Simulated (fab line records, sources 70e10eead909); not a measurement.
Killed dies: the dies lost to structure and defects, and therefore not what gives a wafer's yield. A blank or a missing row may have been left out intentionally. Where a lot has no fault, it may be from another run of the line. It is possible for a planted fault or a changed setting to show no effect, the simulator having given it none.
Struck lot and sound lot, side by side | flow nand_harc | 15 out of 1159 route steps
Sound: these wafers, L340.1, L340.3, L340.4. Wafers L346.1, L346.4, L346.5 were the ones struck. The cause comes at the end.
Per side, at each step with rows, come the tool, then ch with its chambers, and then its first start. Under that, the readings that differ: sound wafers | struck wafers | difference of the means | sigmas: that difference in standard deviations of wafers without a fault.
alike: a reading whose means differ by less than 2 such deviations, as well as words and numbers matching on both sides. not compared: withheld readings; readings where some wafer has no value; bounds like >300 that might hide an equal value; numbers whose values overlap and for which the record gives no deviation.
Wherever a step has rows on one side only, a row that says differs or no value, or a row with sigmas, the two part there. When numbers do not overlap yet have no deviation, they are printed without sigmas and do not part them. A reading missing from all wafers of one side parts the sides only when that side holds two or more wafers.

first, 6 steps without rows for these wafers: NHARC_P_STI_COAT_03 (resist thk 600 nm); NHARC_P_STI_SOFTBAKE_04 (time 70 s); NHARC_P_STI_EBR_05; NHARC_P_STI_EXPOSE_06 (exposes mask P STI, target cd 200 nm); NHARC_P_STI_PEB_07 (peb time 80 s); NHARC_P_STI_DEVELOP_08 (time 50 s).
NHARC_P_STI_CD_MEAS_09 targets a cd of 200 nm.
  sound on cd_sem-03 ch 0, day 3 10:35; struck on cd_sem-03 ch 0, day 4 23:58
  alike: cd_nm
NHARC_P_STI_OVL_MEAS_10:
  sound on overlay-02 at day 3 10:40; struck on overlay-01 at day 5 00:03
  alike: overlay_x_nm, overlay_y_nm
NHARC_P_STI_INSPECT_11:
  sound on defect_inspect-02 at day 3 10:43; struck on defect_inspect-02 at day 5 00:05
  alike: raw_defect_count
then, 1 step without rows for these wafers: NHARC_P_STI_HARDBAKE_13 (time 65 s).
NHARC_P_STI_DESCUM_14: chemistry O2, time 3 s.
  sound on rie_diel-03 ch 0,1,3, day 3 10:51; struck on rie_diel-12 ch 0,1,2, day 5 00:15
  alike: drypump_motor_current_A, oes_product_au, rf_vpp_V, showerhead_plenum_p_Torr, throttle_valve_pct
  not compared: rf_hours_counter_h
NHARC_P_STI_ETCH_42: etches the open film in N2/H2, target depth 80 nm, overetch 24 nm, time 61 s.
  sound on rie_diel-03 ch 0,1,2, day 3 10:55; struck on rie_diel-12 ch 1,2,3, day 5 00:19
  alike: bias_w, chamber_pressure_mTorr, drypump_motor_current_A, oes_product_au, rf_vpp_V, showerhead_plenum_p_Torr, throttle_valve_pct
  not compared: rf_hours_counter_h
NHARC_P_STI_ETCH_31: etches the open film in CF4/CHF3, target depth 108.9 nm, time 54.5 s.
  sound on rie_diel-03 ch 0,1,3, day 3 11:01; struck on rie_diel-12 ch 2,3, day 5 00:24
  no value came back on the struck wafers for any of 8 readings (bias_w (W), cf4_flow_sccm (sccm) and others); on the sound wafers bias_w (W) reads 200.7 199.1 199.7
NHARC_P_STI_ETCH_15: etches the open film in HBr/Cl2, target depth 300 nm, time 100.1 s.
  sound on rie_si-03 ch 0,1,3, day 3 11:08; struck on rie_si-03 ch 0,1,2, day 5 00:30
  alike: bias_w, chamber_pressure_mTorr, drypump_motor_current_A, oes_product_au, throttle_valve_pct
  not compared: rf_hours_counter_h
-- the record jumps here: 17 days lie between the struck wafers' starts before and after (it left off in module P_STI and takes up again in module END, whose first step shown is number 1159 of the route) --
NHARC_END_SORT_01:
  at this point the record logs the struck wafers (prober-02 ch 0, day 22 04:31) and has no rows for the sound ones

== WHERE THEY PART ==
First at NHARC_P_STI_ETCH_31; last, within this record, at NHARC_END_SORT_01.

WHY: the cause the simulator had injected
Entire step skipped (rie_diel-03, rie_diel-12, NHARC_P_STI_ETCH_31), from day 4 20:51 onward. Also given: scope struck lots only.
